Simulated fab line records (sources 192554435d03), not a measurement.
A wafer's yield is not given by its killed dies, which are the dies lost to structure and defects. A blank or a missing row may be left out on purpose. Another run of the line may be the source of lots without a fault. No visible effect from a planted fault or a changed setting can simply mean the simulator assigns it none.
Split-lot experiment | flow n5-finfet | on a route of 1938 steps: 7 lots, 39 wafers read

ABOUT THE SPLIT
At N5_BEOL_M12_ETCH_68 (etches SOC in N2/H2, time 285 s), the setting time-s was moved away from the recipe's 285 s on 18 of the 39 wafers read, by -50.5% to +46.5%. For the rest of the wafers, this setting stayed at what the recipe calls for.

The reading is taken at the split's own step.

THE READING
SiARC_of_BEOL_M12_COAT_66.thk-nm (the simulator's own value, which no gauge read), in nm, at N5_BEOL_M12_ETCH_68 (etches SOC in N2/H2, time 285 s). The file gives no usual value for it. Here, 21 wafers ran the recipe; their average is 85.7 nm with a standard deviation of 0.34 nm.

wafer  | tool, chamber at the split | time-s as run, s | against the recipe | SiARC_of_BEOL_M12_COAT_66.thk-nm, nm | against lot-mates on the recipe
L079.1 | rie-diel-06, 1             | 174.3            | -38.8%             | 94.8                                 | +9.3
L079.2 | rie-diel-06, 3,0           | 285              | recipe             | 85.6                                 | -
L079.3 | rie-diel-06, 3,0           | 285              | recipe             | 85.6                                 | -
L079.4 | rie-diel-06, 1             | 285              | recipe             | 85.4                                 | -
L079.5 | rie-diel-06, 0             | 174.3            | -38.8%             | 95                                   | +9.5
L079.6 | rie-diel-06, 3             | 174.3            | -38.8%             | 94.6                                 | +9.1
L081.1 | rie-diel-05, 2             | 366.1            | +28.5%             | 79.6                                 | -5.9
L081.4 | rie-diel-05, 2             | 366.1            | +28.5%             | 79.6                                 | -5.9
L081.2 | rie-diel-05, 1             | 285              | recipe             | 85.4                                 | -
L081.3 | rie-diel-05, 3             | 366.1            | +28.5%             | 78.8                                 | -6.7
L081.5 | rie-diel-05, 1             | 285              | recipe             | 85.2                                 | -
L081.6 | rie-diel-05, 3             | 285              | recipe             | 86                                   | -
L083.1 | rie-diel-06, 2             | 285              | recipe             | 85.8                                 | -
L083.4 | rie-diel-06, 0             | 285              | recipe             | 86                                   | -
L083.5 | rie-diel-06, 3             | 285              | recipe             | 85.6                                 | -
L086.1 | rie-diel-05, 3             | 234.5            | -17.7%             | 90.2                                 | +4.8
L086.2 | rie-diel-05, 0             | 285              | recipe             | 85.8                                 | -
L086.3 | rie-diel-05, 1             | 285              | recipe             | 85.2                                 | -
L086.4 | rie-diel-05, 1             | 285              | recipe             | 85.2                                 | -
L086.5 | rie-diel-05, 0             | 234.5            | -17.7%             | 90                                   | +4.6
L086.6 | rie-diel-05, 3             | 234.5            | -17.7%             | 90.6                                 | +5.2
L090.1 | rie-diel-06, 1             | 141.1            | -50.5%             | 97.8                                 | +12.4
L090.2 | rie-diel-06, 2             | 285              | recipe             | 85.2                                 | -
L090.3 | rie-diel-06, 3             | 141.1            | -50.5%             | 98.4                                 | +13.0
L090.4 | rie-diel-06, 0             | 141.1            | -50.5%             | 97.6                                 | +12.2
L090.5 | rie-diel-06, 1             | 285              | recipe             | 85.4                                 | -
L090.6 | rie-diel-06, 0             | 285              | recipe             | 85.6                                 | -
L095.1 | rie-diel-03, 0             | 285              | recipe             | 86.4                                 | -
L095.2 | rie-diel-03, 1             | 285              | recipe             | 86.2                                 | -
L095.3 | rie-diel-03, 2,1           | 417.4            | +46.5%             | 75.4                                 | -10.8
L095.6 | rie-diel-03, 2,1           | 417.4            | +46.5%             | 75.4                                 | -10.8
L095.4 | rie-diel-03, 2             | 285              | recipe             | 86                                   | -
L095.5 | rie-diel-03, 0             | 417.4            | +46.5%             | 75.2                                 | -11.0
L096.1 | rie-diel-03, 1             | 178.3            | -37.4%             | 94.6                                 | +8.8
L096.2 | rie-diel-03, 0,1           | 178.3            | -37.4%             | 94.8                                 | +9.0
L096.6 | rie-diel-03, 0,1           | 178.3            | -37.4%             | 94.8                                 | +9.0
L096.3 | rie-diel-03, 2             | 285              | recipe             | 85.8                                 | -
L096.4 | rie-diel-03, 3             | 285              | recipe             | 85.6                                 | -
L096.5 | rie-diel-03, 0             | 285              | recipe             | 86                                   | -
Rows listing several chambers each stand for several wafers; the file does not say which wafer went through which chamber.

FIT RESULTS
A straight line over all 39 wafers: SiARC_of_BEOL_M12_COAT_66.thk-nm changes by -0.234 nm for each +1% of time-s; r = -1.00; the points scatter about the line by 0.37 nm.
The same after taking each lot's own level away (the mean of its wafers on the recipe; 39 wafers): -0.238 nm for each +1%; r = -1.00; scatter 0.34 nm.
On that fit, the largest move of time-s shifts the reading by 12 nm.
The span of the lots' own levels, 85.40 to 86.20 nm, comes to 2.4 times the standard deviation stated above.
Hence the lot-to-lot level has little effect on the slope; both slopes agree.
Check: for one of the wafers moved furthest among these (-50.5%), held out of the fit, the line's prediction against its lot-mates is +12.2 nm. It came out at +12.4 nm against them.

THE OTHER SPLITS THESE WAFERS WENT THROUGH
Note: prior to the reading, these wafers also went through further splits. Each is held against what the fit with the lots' levels taken away leaves over:
other split on the same wafers        | wafers away from the commonest value | r with SiARC_of_BEOL_M12_COAT_66.thk-nm (lot level and that fit taken away)
N5_FIN_SAQP_HM_DEP_72 target-thk-a    | 9                                    | +0.10
N5_FIN_SAQP_DEVELOP_15 develop-time-s | 9                                    | +0.50
N5_GATE_CUT_DESCUM_18 time-s          | 12                                   | +0.32
N5_BEOL_M0_SAQP_ILD_DEP_01 time-s     | 12                                   | +0.10
N5_BEOL_M6_ILD_DEP_00 target-thk-a    | 9                                    | -0.21
N5_BEOL_M11_ETCH_41 time-s            | 12                                   | -0.25

FILE'S OWN FIT
SiARC_of_BEOL_M12_COAT_66.thk-nm changes by -0.24 nm for each +1% of time-s, r = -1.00.
